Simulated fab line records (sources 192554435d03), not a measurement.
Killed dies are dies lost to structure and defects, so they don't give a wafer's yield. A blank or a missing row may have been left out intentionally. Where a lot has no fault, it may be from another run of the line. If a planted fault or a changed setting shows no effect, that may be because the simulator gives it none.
fab line records	flow n5-finfet
record: lots: 11	wafers: 31	last-day: 18
route steps=1938 shown BEOL_M4@1111 PASS1_CAP@1873 PAD_METAL@1895 PASSIVATION@1907
lots that met no fault: taken from a fault-free run of the same line
start-h: the number of hours between the record's first day and the start of the first shown wafer of the lot	wait-h: hours from the lot's prior step to this one	" as in the row above	L1.1+2: a row that stands for several wafers	- no value, or no start was given	* or withheld: withheld	< > ~ a bound
route shown NAME@n: names a module that has steps shown in the file, with the first one's number in the route	usual: mean/standard deviation of fault-free wafers	same: alike in all rows	chamber/n: place in a boat	sites: the reading at each site	_std_site: standard deviation across them	_edge_site: mean of outer sites minus mean of inner sites	radius-mm: for every site, how far away it sits from the centre of the wafer	mask NAME#n: copy n	behind: tool/chamber where the wafer was last shaped	hold: reason for holding the lot/hours on hold/outcome of the hold	device: transistor that didn't switch, given as n, p or np	end of line: the route-end tests of the same wafers	where a step has no rows: the recipe by itself	killed: count of dies lost to structure and defects at first sort (not the wafer's yield)	map: dies across one wafer; x = killed, . = not, _ = none there
set.NAME: the run value of the setting; set.NAME@STEP: its run value at that earlier step	model.NAME: the simulator's own value behind a step, which no gauge read
a sample of lots followed through the steps of the route, with each step as a table and each wafer as a row
services: the hour from which a tool's chamber was out of use, counted from the record's first day as start-h (under 0 if before that day), plus the number of hours and why
== steps ==
step: N5_BEOL_M4_RC_MEAS_101
usual: DIBL_N: 36.7/2.6	DIBL_P: 36.9/2.8	IOFF_N: 0.17/0.043	IOFF_P: 0.22/0.05	ION_N: 678/15	ION_P: 465/9.2	SS_N: 71.6/0.79	SS_P: 73.5/0.82	VT_N: 250/3.9	VT_P: -250/3.7
lot.wafer	tool	chamber	start-h	wait-h	DIBL_N[mV/V]	DIBL_P[mV/V]	IOFF_N[nA/um]	IOFF_P[nA/um]	ION_N[uA/um]	ION_P[uA/um]	SS_N[mV/dec]	SS_P[mV/dec]	VT_N[mV]	VT_P[mV]
L564.2	prober-02	0	191.70	0.2	36.1	37.0	0.16	0.18	697	466	71.5	73.2	248	-254
L564.4	"	0	"	"	35.9	36.4	0.14	0.17	662	446	71.6	73.2	254	-255
L564.5	"	0	"	"	37.1	37.0	0.16	0.17	690	459	71.8	74.1	251	-257
L563.3	prober-02	0	195.40	0.3	34.3	34.6	0.15	0.21	681	469	71.6	72.6	248	-249
L563.4	"	0	"	"	34.4	35.3	0.14	0.21	678	467	70.9	72.8	251	-253
L563.6	"	0	"	"	35.2	35.6	0.15	0.21	685	469	71.4	73.2	251	-249
L566.1	prober-01	0	197.44	0.0	35.0	34.6	0.14	0.17	680	466	70.4	72.9	250	-253
L566.2	"	0	"	"	36.3	36.8	0.15	0.19	682	467	71.4	72.9	250	-254
L566.4	"	0	"	"	37.1	37.3	0.18	0.20	694	468	71.7	72.9	247	-253
L565.5	prober-02	0	203.68	0.6	38.1	38.5	0.20	0.25	699	474	71.1	74.4	247	-246
L565.6	"	0	"	"	42.1	42.8	0.29	0.36	692	471	72.5	75.2	242	-243
L571.1	prober-01	0	243.57	0.0	35.4	34.6	0.13	0.16	672	455	70.6	72.9	254	-257
L571.2	"	0	"	"	34.8	34.0	0.13	0.15	676	458	71.0	72.4	254	-257
L571.5	"	0	"	"	38.5	38.0	0.18	0.20	686	469	71.5	74.6	250	-256
L576.1	prober-02	0	252.17	0.6	40.0	40.0	0.21	0.25	665	456	72.7	74.7	254	-250
L576.2	"	0	"	"	32.8	32.0	0.09	0.13	659	453	70.2	72.6	257	-260
L576.3	"	0	"	"	35.8	36.8	0.13	0.19	650	446	70.3	74.1	255	-254
L577.4	prober-01	0	263.95	0.5	33.5	34.3	0.11	0.19	669	469	70.5	72.3	253	-251
L577.5	"	0	"	"	36.7	35.7	0.15	0.20	660	459	71.6	72.9	253	-250
L577.6	"	0	"	"	35.0	34.5	0.13	0.19	677	473	70.8	72.5	253	-250
L580.1	prober-01	0	292.09	0.0	36.0	36.6	0.15	0.22	670	467	71.3	73.3	248	-248
L580.4	"	0	"	"	36.9	37.5	0.18	0.25	671	460	71.8	74.7	247	-247
L580.5	"	0	"	"	35.1	34.9	0.14	0.19	660	451	71.2	73.2	249	-253
L581.2	prober-02	0	300.57	0.2	33.9	34.0	0.12	0.17	663	449	71.5	72.6	252	-251
L581.3	"	0	"	"	32.4	32.2	0.11	0.16	675	465	70.7	71.9	252	-254
L585.2	prober-02	0	309.73	0.2	36.5	37.1	0.14	0.20	683	469	71.2	73.3	255	-253
L585.3	"	0	"	"	39.4	40.4	0.18	0.25	673	464	71.8	74.1	252	-251
L585.5	"	0	"	"	36.1	36.5	0.13	0.18	667	456	71.5	72.9	253	-253
L584.1	prober-01	0	312.65	0.0	31.9	32.4	0.11	0.16	661	461	70.0	73.0	254	-252
L584.3	"	0	"	"	35.5	36.8	0.16	0.20	670	451	71.8	73.0	248	-249
L584.6	"	0	"	"	32.5	32.3	0.11	0.15	652	453	70.7	71.9	254	-255
step: N5_PASSIVATION_PECVD_55
recipe: material: SiO2	target-thk-a: 4000	temp-c: 400	precursor: SiH4/N2O	pressure-torr: 2.7	rf-w: 608	time-s: 22.5
usual: chamber-pressure-Torr: 2.701/0.0054	heater-power-w: 730/84	showerhead-plenum-p-Torr: 8.10/0.059	throttle-valve-pct: 53/3.8
lot.wafer	tool	chamber	start-h	wait-h	chamber-pressure-Torr	heater-power-w	showerhead-plenum-p-Torr	throttle-valve-pct
L564.2	pecvd-01	1	291.56	0.0	2.712	681	8.15	58
L564.4	"	0	"	"	2.699	641	8.04	59
L564.5	"	1	"	"	2.699	703	8.16	57
L566.1	pecvd-01	0	294.37	0.0	2.705	760	8.03	59
L566.2	"	2	"	"	2.695	596	8.10	48
L566.4	"	0	"	"	2.702	773	8.02	59
L563.3	pecvd-01	0	297.32	0.0	2.708	711	8.01	59
L563.4	"	1	"	"	2.703	581	8.17	58
L563.6	"	2	"	"	2.699	578	8.10	48
L565.5	pecvd-03	0	306.88	0.0	2.709	758	8.03	54
L565.6	"	2	"	"	2.698	699	8.16	50
L571.1	pecvd-03	0	336.86	0.0	2.697	832	8.03	54
L571.2	"	2	"	"	2.694	728	8.15	50
L571.5	"	1	"	"	2.706	888	8.14	56
L576.1	pecvd-03	1	344.33	0.0	2.686	870	8.11	57
L576.2	"	2	"	"	2.707	693	8.16	50
L576.3	"	0	"	"	2.699	714	8.03	54
L577.4	pecvd-04	1	362.71	0.1	2.702	698	8.07	50
L577.5	"	2	"	"	2.707	621	8.07	51
L577.6	"	0	"	"	2.702	857	8.20	48
L580.1	pecvd-04	2	382.56	0.0	2.702	663	8.08	51
L580.4	"	0	"	"	2.703	813	8.19	48
L580.5	"	1	"	"	2.697	759	8.07	50
L581.2	pecvd-04	2	402.60	0.0	2.702	602	8.08	51
L581.3	"	2	"	"	2.711	658	8.07	51
L585.2	pecvd-01	2	405.79	0.0	2.699	566	8.12	49
L585.3	"	0	"	"	2.709	701	8.04	59
L585.5	"	0	"	"	2.700	728	8.02	59
L584.1	pecvd-03	2	415.64	0.0	2.693	673	8.15	51
L584.3	"	0	"	"	2.710	710	8.02	54
L584.6	"	1	"	"	2.696	910	8.15	57
step: N5_PASSIVATION_SPUTTER_20
recipe: material: TaN	target-thk-a: 500	temp-c: 25	chamber-pressure-pa: 0.4
usual: throttle-valve-pct: 30.0/0.83
lot.wafer	tool	chamber	start-h	wait-h	throttle-valve-pct
L564.2	pvd-sputter-01	-	293.60	0.0	30.7
L564.4	"	-	"	"	30.0
L564.5	"	-	"	"	30.4
L566.1	pvd-sputter-01	-	297.04	0.0	30.1
L566.2	"	-	"	"	30.6
L566.4	"	-	"	"	31.1
L563.3	pvd-sputter-02	-	299.80	0.0	30.0
L563.4	"	-	"	"	30.7
L563.6	"	-	"	"	30.0
L565.5	pvd-sputter-02	-	309.26	0.1	30.0
L565.6	"	-	"	"	30.0
L571.1	pvd-sputter-02	-	340.89	0.0	31.0
L571.2	"	-	"	"	30.0
L571.5	"	-	"	"	28.3
L576.1	pvd-sputter-01	-	350.15	0.0	31.2
L576.2	"	-	"	"	30.3
L576.3	"	-	"	"	30.4
L577.4	pvd-sputter-01	-	365.74	0.0	31.1
L577.5	"	-	"	"	30.5
L577.6	"	-	"	"	31.1
L580.1	pvd-sputter-03	-	384.80	0.0	28.9
L580.4	"	-	"	"	29.3
L580.5	"	-	"	"	29.4
L581.2	pvd-sputter-01	-	403.85	0.0	31.2
L581.3	"	-	"	"	30.3
L585.2	pvd-sputter-01	-	408.03	0.0	30.2
L585.3	"	-	"	"	30.2
L585.5	"	-	"	"	30.5
L584.1	pvd-sputter-01	-	419.51	0.0	30.2
L584.3	"	-	"	"	30.6
L584.6	"	-	"	"	30.5
step: N5_PASSIVATION_INSPECT_64
recipe: mode: adi	inspect-instrument: macro
usual: raw-defect-count: 2.0/1.6
lot.wafer	tool	chamber	start-h	wait-h	raw-defect-count
L564.2	defect-inspect-02	-	294.35	0.0	7
L564.4	"	-	"	"	2
L564.5	"	-	"	"	0
L566.1	defect-inspect-01	-	297.79	0.0	3
L566.2	"	-	"	"	4
L566.4	"	-	"	"	3
L563.3	defect-inspect-02	-	300.43	0.0	3
L563.4	"	-	"	"	2
L563.6	"	-	"	"	2
L565.5	defect-inspect-02	-	309.96	0.0	7
L565.6	"	-	"	"	0
L571.1	defect-inspect-01	-	341.64	0.0	1
L571.2	"	-	"	"	2
L571.5	"	-	"	"	4
L576.1	defect-inspect-02	-	350.77	0.0	1
L576.2	"	-	"	"	0
L576.3	"	-	"	"	2
L577.4	defect-inspect-01	-	366.49	0.0	2
L577.5	"	-	"	"	0
L577.6	"	-	"	"	1
L580.1	defect-inspect-02	-	385.55	0.0	3
L580.4	"	-	"	"	0
L580.5	"	-	"	"	1
L581.2	defect-inspect-02	-	404.60	0.0	1
L581.3	"	-	"	"	2
L585.2	defect-inspect-02	-	408.78	0.0	1
L585.3	"	-	"	"	0
L585.5	"	-	"	"	4
L584.1	defect-inspect-02	-	420.26	0.0	2
L584.3	"	-	"	"	2
L584.6	"	-	"	"	1
step: N5_PASSIVATION_INSPECT_67
recipe: mode: adi	inspect-instrument: macro
usual: raw-defect-count: 2.0/1.3
lot.wafer	tool	chamber	start-h	wait-h	raw-defect-count
L564.2	defect-inspect-02	-	296.09	0.0	3
L564.4	"	-	"	"	2
L564.5	"	-	"	"	3
L566.1	defect-inspect-02	-	299.71	0.0	3
L566.2	"	-	"	"	1
L566.4	"	-	"	"	3
L563.3	defect-inspect-02	-	302.66	0.0	1
L563.4	"	-	"	"	3
L563.6	"	-	"	"	3
L565.5	defect-inspect-01	-	312.10	0.0	3
L565.6	"	-	"	"	1
L571.1	defect-inspect-01	-	343.42	0.0	0
L571.2	"	-	"	"	2
L571.5	"	-	"	"	0
L576.1	defect-inspect-02	-	353.23	0.0	4
L576.2	"	-	"	"	2
L576.3	"	-	"	"	2
L577.4	defect-inspect-02	-	368.30	0.0	2
L577.5	"	-	"	"	1
L577.6	"	-	"	"	3
L580.1	defect-inspect-02	-	387.42	0.0	2
L580.4	"	-	"	"	4
L580.5	"	-	"	"	0
L581.2	defect-inspect-01	-	406.34	0.0	2
L581.3	"	-	"	"	3
L585.2	defect-inspect-01	-	410.81	0.0	2
L585.3	"	-	"	"	1
L585.5	"	-	"	"	1
L584.1	defect-inspect-02	-	422.03	0.0	1
L584.3	"	-	"	"	1
L584.6	"	-	"	"	2
step: N5_PASSIVATION_PROBE_49
usual: defect-limited-yield: 91.0/1.4	killed_at_M0_to_M3: 36/9.6	killed_at_M4_up: 14/6.1	killed-at-contacts: 13/6.6	killed-at-front-end: 40/11	killed-at-other: 3.2/2.9	killed-dies: 106/17	killed-on-rim: 14/3.9	killed-open: 71/12	killed-short: 33/7.3	sort_bin_4_leakage: 0.02/0.11	sort_bin_5_function: 5.3/1	sort_bin_6_memory: 3.4/0.68	sort-n-pass: 1073/19	sort-yield-pct: 91.0/1.6
same: gross-dies: 1180	killed-at-back-side: 0	sort_bin_8_speed[%]: 0
lot.wafer	tool	chamber	start-h	wait-h	defect-limited-yield[%]	killed_at_M0_to_M3	killed_at_M4_up	killed-at-contacts	killed-at-front-end	killed-at-other	killed-dies	killed-on-rim	killed-open	killed-short	sort_bin_4_leakage[%]	sort_bin_5_function[%]	sort_bin_6_memory[%]	sort-n-pass	sort-yield-pct[%]
L571.1	prober-02	-	346.84	0.0	91.9	36	19	1	38	2	96	10	59	37	0	3.7	3.7	1084	91.9
L571.2	prober-02	-	346.89	0.1	65.0	39	10	6	55	303	413	152	79	33	0	6.4	3.1	767	65.0
L571.5	prober-02	-	347.04	0.2	89.7	29	11	12	60	10	122	17	72	29	0	7.2	2.6	1058	89.7
killed by level:class
L571.1 BEOL_M3:geometric-particle:open=11 BEOL_M4:geometric-particle:open=11 BEOL_M0_SAQP:geometric-particle:open=9 BEOL_M0_SAQP:geometric-particle:short=6 BEOL_M2:geometric-particle:open=5 STI_FIN_REVEAL:geometric-particle:open=4 DUMMY_GATE:geometric-particle:short=4 SPACER0:geometric-particle:short=4
L571.2 PAD_METAL:area-sputter=297 FIN_SAQP:geometric-particle:open=19 BEOL_M0_SAQP:geometric-particle:open=9 FIN_SAQP:geometric-particle:short=8 BEOL_M3:geometric-particle:open=8 DUMMY_GATE:geometric-particle:open=6 MOL_CONTACT_COAG:geometric-particle:open=6 BEOL_M2:geometric-particle:open=6
L571.5 FIN_SAQP:geometric-particle:open=15 FIN_CUT:area-etch=14 MOL_CONTACT_COAG:geometric-particle:open=10 BEOL_M0_SAQP:geometric-particle:short=10 BEOL_M0_SAQP:geometric-particle:open=8 PASSIVATION:area-etch=7 FIN_SAQP:geometric-particle:short=6 BEOL_M4:geometric-particle:open=6
== services ==
tool	chamber	start-h	hours	kind
pecvd-03	2	277.72	2.1	scheduled-down
pecvd-01	1	278.30	5.0	scheduled-down
pvd-sputter-01	-	302.54	1.3	repair
pecvd-03	-	325.45	6.0	pm
pvd-sputter-01	-	331.05	9.3	repair
pecvd-03	1	382.48	5.0	scheduled-down
pecvd-01	1	383.62	-	clean
pecvd-01	1	383.62	-	consumable-replace:showerhead
pecvd-01	1	383.62	29.0	scheduled-down
pecvd-01	1	383.62	29.0	vent-cycle
pvd-sputter-03	-	386.79	2.2	repair
pvd-sputter-02	-	391.45	3.8	repair
pecvd-03	2	400.10	4.0	repair
pecvd-04	0	400.45	5.5	scheduled-down
pvd-sputter-01	-	412.00	0.5	repair
pecvd-01	2	415.78	2.1	scheduled-down
== key ==
first-sign: step: N5_PASSIVATION_PROBE_49	reading: killed-at-other	direction: up	sigmas: 99+	usual: 3.2	struck: 303
effect: step: N5_PASSIVATION_PROBE_49	reading: defect-limited-yield	direction: down	sigmas: 18	usual: 91.0	struck: 65.0
more-kills-born-at: N5_PASSIVATION_SPUTTER_20@pvd-sputter-02: 297
met-at N5_PASSIVATION_SPUTTER_20
struck-lots L571
struck-wafers L571.2
baseline-loss: step: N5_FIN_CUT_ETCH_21	wafers: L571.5
not-acting-at N5_PASSIVATION_PECVD_55,N5_PASSIVATION_INSPECT_64,N5_PASSIVATION_INSPECT_67
onset-between 309.26 340.89
fault: kind: site-profile-drift	tool: pvd-sputter-02	chamber: -	onset-h: 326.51	steps: N5_PASSIVATION_SPUTTER_20	basis: fraction	max-abs-drift: 0.50322	slope-share-per-hr: 111.83	site-pattern: 0,0,0,0,0,-1,-1,-1,-1	scope: struck-wafers-only
baseline-loss: these wafers lose ten dies or more at that step, a loss of the line's own and not of a fault; the sort's usual values leave them out
